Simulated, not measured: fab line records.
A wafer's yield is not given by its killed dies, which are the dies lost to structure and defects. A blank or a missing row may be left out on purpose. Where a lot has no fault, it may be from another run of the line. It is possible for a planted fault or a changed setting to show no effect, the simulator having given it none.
Struck lot and sound lot, side by side ; flow n5Finfet ; 19 steps out of a route of 1938
Sound: these wafers, L750.1, L750.4, L750.6. Wafers L746.2, L746.3 were the ones struck. The cause is named last.
Per side, at each step with rows, come the tool, then ch with its chambers, and then its first start. Under that, the readings that differ: sound wafers ; struck wafers ; difference of the means ; sigmas: that difference in standard deviations of wafers without a fault.
alike: a reading whose means differ by less than 2 such deviations, as well as words and numbers matching on both sides. not compared: withheld readings; readings where some wafer has no value; bounds like >300 that might hide an equal value; numbers whose values overlap and for which the record gives no deviation.
Wherever a step has rows on one side only, a row that says differs or no value, or a row with sigmas, the two part there. When numbers do not overlap yet have no deviation, they are printed without sigmas and do not part them. Lack of a reading on every wafer of one side parts them only where that side has two or more wafers.

first, 2 steps without rows for these wafers: N5_BEOL_M12_ETCH_68 (etches SOC in N2/H2, time 285 s); N5_BEOL_M12_STRIP_69 (strips in N2/H2).
N5_BEOL_M12_TRENCH_ETCH_34: etches SiOC in C4F8/O2/Ar, target depth 318.95 nm, time 125.5 s.
  sound on rieDiel-03 ch 0,1,2, day 14 18:17; struck on rieDiel-04 ch 1,3, day 13 23:40
  alike: drypumpMotorCurrentA, oesProductAu, rfVppV, showerheadPlenumPTorr, throttleValvePct
  not compared: rfHoursCounterH
then, 1 step without rows for these wafers: N5_BEOL_M12_STRIP_70 (strips in C4F8/O2/Ar).
N5_BEOL_M12_OCD_MEAS_35:
  struck on ocd-02, day 13 23:49; sound on ocd-01, day 14 18:27
  alike: trenchDepthNm
N5_BEOL_M12_STRIP_37: strips in N2/H2.
  sound on plasmaAsher-01 ch 0,1, day 14 18:29; struck on plasmaAsher-02 ch 0, day 13 23:51
  alike: drypumpMotorCurrentA, heaterPowerW, oesProductAu, tempC
  not compared: rfHoursCounterH
then, 3 steps without rows for these wafers: N5_BEOL_M12_ETCH_38 (etches SiCN in CF4/N2, target depth 68.7 nm, time 73.4 s); N5_BEOL_M12_PRECLEAN_39 (cleans in residue remover, time 60 s); N5_BEOL_M12_SRD_40 (time 30 s, dry time 30 s).
N5_BEOL_M12_DEGAS_41: time 60 s.
  struck on pvdSputter-03, day 14 02:34; sound on pvdSputter-01, day 14 21:25
  alike: heaterPowerW
then, 1 step without rows for these wafers: N5_BEOL_M12_PRE_CLEAN_42 (time 30 s).
N5_BEOL_M12_SPUTTER_43: material TaN, target thk 15 nm, time 24.19 s.
  struck on pvdSputter-03, day 14 02:38; sound on pvdSputter-01, day 14 21:29
  alike: throttleValvePct
N5_BEOL_M12_SPUTTER_44: material Ta, target thk 10 nm, time 16.13 s.
  struck on pvdSputter-03, day 14 02:43; sound on pvdSputter-01, day 14 21:34
reading;sound;struck;difference;sigmas
model.Ta_of_BEOL_M12_SPUTTER_44.thkNm (nm);10 10 10;17 17.2;+7;
  alike: throttleValvePct
N5_BEOL_M12_SPUTTER_45: material Cu, target thk 80 nm, time 13.33 s.
  struck on pvdSputter-03, day 14 02:48; sound on pvdSputter-01, day 14 21:39
  alike: throttleValvePct
then, 2 steps without rows for these wafers: N5_BEOL_M12_ECD_47 (material Cu, target thk 720 nm); N5_BEOL_M12_ANNEAL_48 (time 90 s).
N5_BEOL_M12_CMP_49: polishes, stops on SiOC, t overpolish 20.6 s, target thk 320 nm.
  sound on cmp-03 ch 0,1,2, day 14 22:14; struck on cmp-02 ch 0,3, day 14 03:32
reading;sound;struck;difference;sigmas
barrierFieldEndpointS (s);28.9 29.2 30.0;38.7 39.6;+9.8;+10
  alike: motorCurrentA
N5_BEOL_M12_THK_MEAS_50: measures by xrf.
  struck on filmMetro-02, day 14 03:50; sound on filmMetro-02, day 14 22:30
  alike: M12_THK
then, 1 step without rows for these wafers: N5_PASSIVATION_PROBE_49.

== WHERE THEY PART ==
At N5_BEOL_M12_CMP_49 and nowhere else, as far as this record goes. Later steps at which nothing parts them and some readings are alike: N5_BEOL_M12_THK_MEAS_50.

WHY: what had been put in by the simulator
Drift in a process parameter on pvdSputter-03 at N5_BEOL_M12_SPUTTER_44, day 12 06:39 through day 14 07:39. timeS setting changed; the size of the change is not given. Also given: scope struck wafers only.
